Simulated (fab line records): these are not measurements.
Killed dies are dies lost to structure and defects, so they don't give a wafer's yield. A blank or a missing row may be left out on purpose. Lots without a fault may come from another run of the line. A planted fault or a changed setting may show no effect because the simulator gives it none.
Which tool was responsible? :: flow n5Finfet :: 26 wafers from 10 lots sampled at 5 of the route's 1938 steps

## WHAT THE GAUGES SHOWED, per wafer
N5_BEOL_M4_RC_MEAS_101.
lot: L572
measured: day 7 22:57
on: prober-02
DIBL_N (mV/V): 37.0 36.5 36.5

lot: L573
measured: day 8 08:36
on: prober-01
DIBL_N (mV/V): 36.6 34.4 35.2

lot: L574
measured: day 8 16:59
on: prober-02
DIBL_N (mV/V): 32.8 33.6 32.4

lot: L576
measured: day 9 12:59
on: prober-01
DIBL_N (mV/V): 37.3 36.3 36.6

lot: L577
measured: day 9 11:35
on: prober-01
DIBL_N (mV/V): 31.7

lot: L578
measured: day 9 12:15
on: prober-02
DIBL_N (mV/V): 35.1 37.4 38.2

lot: L579
measured: day 9 11:38
on: prober-02
DIBL_N (mV/V): 33.1

lot: L583
measured: day 11 04:35
on: prober-02
DIBL_N (mV/V): 37.5 36.8 39.8

lot: L587
measured: day 11 16:10
on: prober-01
DIBL_N (mV/V): 38.7 38.1 36.4

lot: L591
measured: day 12 12:03
on: prober-01
DIBL_N (mV/V): 36.3 33.1 34.3

## EACH LOT AND THE TOOL THAT RAN IT (in order: tool; ch and the chambers of the sampled wafers; start)
lot: L572
N5_FIN_SAQP_STRIP_55: rieDiel-06 ch 0,1,2, day 2 00:26
N5_FIN_SAQP_STRIP_77: rieDiel-06 ch 0,1,2, day 2 04:32
N5_FIN_CUT_PRECLEAN_35: vaporEtch-01 ch 0,1, day 2 06:04
N5_STI_FIN_REVEAL_ALD_14: aldSin-01 ch 0,1,2, day 2 06:31

lot: L573
N5_FIN_SAQP_STRIP_55: rieDiel-04 ch 0,2,3, day 2 06:15
N5_FIN_SAQP_STRIP_77: rieDiel-04 ch 1,2,3, day 2 09:45
N5_FIN_CUT_PRECLEAN_35: vaporEtch-02 ch 0,1, day 2 11:29
N5_STI_FIN_REVEAL_ALD_14: aldSin-03 ch 0,2,3, day 2 13:07

lot: L574
N5_FIN_SAQP_STRIP_55: rieDiel-05 ch 0,1,2, day 2 09:41
N5_FIN_SAQP_STRIP_77: rieDiel-04 ch 2,3, day 2 13:59
N5_FIN_CUT_PRECLEAN_35: vaporEtch-02 ch 0,1, day 2 15:25
N5_STI_FIN_REVEAL_ALD_14: aldSin-01 ch 0,1,2, day 2 15:52

lot: L576
N5_FIN_SAQP_STRIP_55: rieDiel-05 ch 0,3, day 2 22:10
N5_FIN_SAQP_STRIP_77: rieDiel-04 ch 0,2,3, day 3 01:48
N5_FIN_CUT_PRECLEAN_35: vaporEtch-02 ch 0,1, day 3 04:05
N5_STI_FIN_REVEAL_ALD_14: aldSin-01 ch 0,1, day 3 04:41

lot: L577
N5_FIN_SAQP_STRIP_55: rieDiel-04 ch 0, day 3 04:41
N5_FIN_SAQP_STRIP_77: rieDiel-06 ch 0, day 3 08:12
N5_FIN_CUT_PRECLEAN_35: vaporEtch-02 ch 0, day 3 10:26
N5_STI_FIN_REVEAL_ALD_14: aldSin-04 ch 3, day 3 10:58

lot: L578
N5_FIN_SAQP_STRIP_55: rieDiel-05 ch 0,3, day 3 12:11
N5_FIN_SAQP_STRIP_77: rieDiel-04 ch 1,3, day 3 15:29
N5_FIN_CUT_PRECLEAN_35: vaporEtch-02 ch 0,1, day 3 16:55
N5_STI_FIN_REVEAL_ALD_14: aldSin-01 ch 0,1,2, day 3 17:24

lot: L579
N5_FIN_SAQP_STRIP_55: rieDiel-04 ch 3, day 3 17:46
N5_FIN_SAQP_STRIP_77: rieDiel-06 ch 0, day 3 21:26
N5_FIN_CUT_PRECLEAN_35: vaporEtch-02 ch 0, day 3 22:51
N5_STI_FIN_REVEAL_ALD_14: aldSin-01 ch 3, day 3 23:29

lot: L583
N5_FIN_SAQP_STRIP_55: rieDiel-04 ch 1,2,3, day 4 16:16
N5_FIN_SAQP_STRIP_77: rieDiel-06 ch 0,1,3, day 4 21:08
N5_FIN_CUT_PRECLEAN_35: vaporEtch-01 ch 0,1, day 4 22:33
N5_STI_FIN_REVEAL_ALD_14: aldSin-04 ch 0,1,2, day 5 00:07

lot: L587
N5_FIN_SAQP_STRIP_55: rieDiel-05 ch 0,1,2, day 5 16:43
N5_FIN_SAQP_STRIP_77: rieDiel-04 ch 1,2,3, day 5 20:03
N5_FIN_CUT_PRECLEAN_35: vaporEtch-01 ch 0,1, day 5 21:48
N5_STI_FIN_REVEAL_ALD_14: aldSin-01 ch 0,1,3, day 5 22:29

lot: L591
N5_FIN_SAQP_STRIP_55: rieDiel-05 ch 1,3, day 6 17:38
N5_FIN_SAQP_STRIP_77: rieDiel-06 ch 1,3, day 6 21:05
N5_FIN_CUT_PRECLEAN_35: vaporEtch-01 ch 0,1, day 6 22:32
N5_STI_FIN_REVEAL_ALD_14: aldSin-01 ch 0,1,2, day 6 23:05
- N5_FIN_SAQP_STRIP_55: strips in N2/H2.
- N5_FIN_SAQP_STRIP_77: strips in N2/H2, time 90 s.
- N5_FIN_CUT_PRECLEAN_35: cleans in vHF, time 13.3 s.
- N5_STI_FIN_REVEAL_ALD_14: deposits Si3N4, target thk 3 nm.

## THE ANSWER, worked out from the rows above alone
Rule: the usual values come from the lots themselves. Put in order of their means at a reading, lots are off if they are a third of the lots or fewer, leave a main group of 4 or more, and stand apart from it by a gap of 3 or more times the standard deviation of the main group's means; of several such gaps the widest counts. A main group whose means are all the same, to the digits that the tables above print for the reading, isn't used. Also off: a lot with no number at a reading for which 4 or more lots have one. The other lots that the step has rows for count as sound.
Across all readings shown, no lot is off: no conclusion can be drawn from this.

## WHAT HAD BEEN PUT IN BY THE SIMULATOR
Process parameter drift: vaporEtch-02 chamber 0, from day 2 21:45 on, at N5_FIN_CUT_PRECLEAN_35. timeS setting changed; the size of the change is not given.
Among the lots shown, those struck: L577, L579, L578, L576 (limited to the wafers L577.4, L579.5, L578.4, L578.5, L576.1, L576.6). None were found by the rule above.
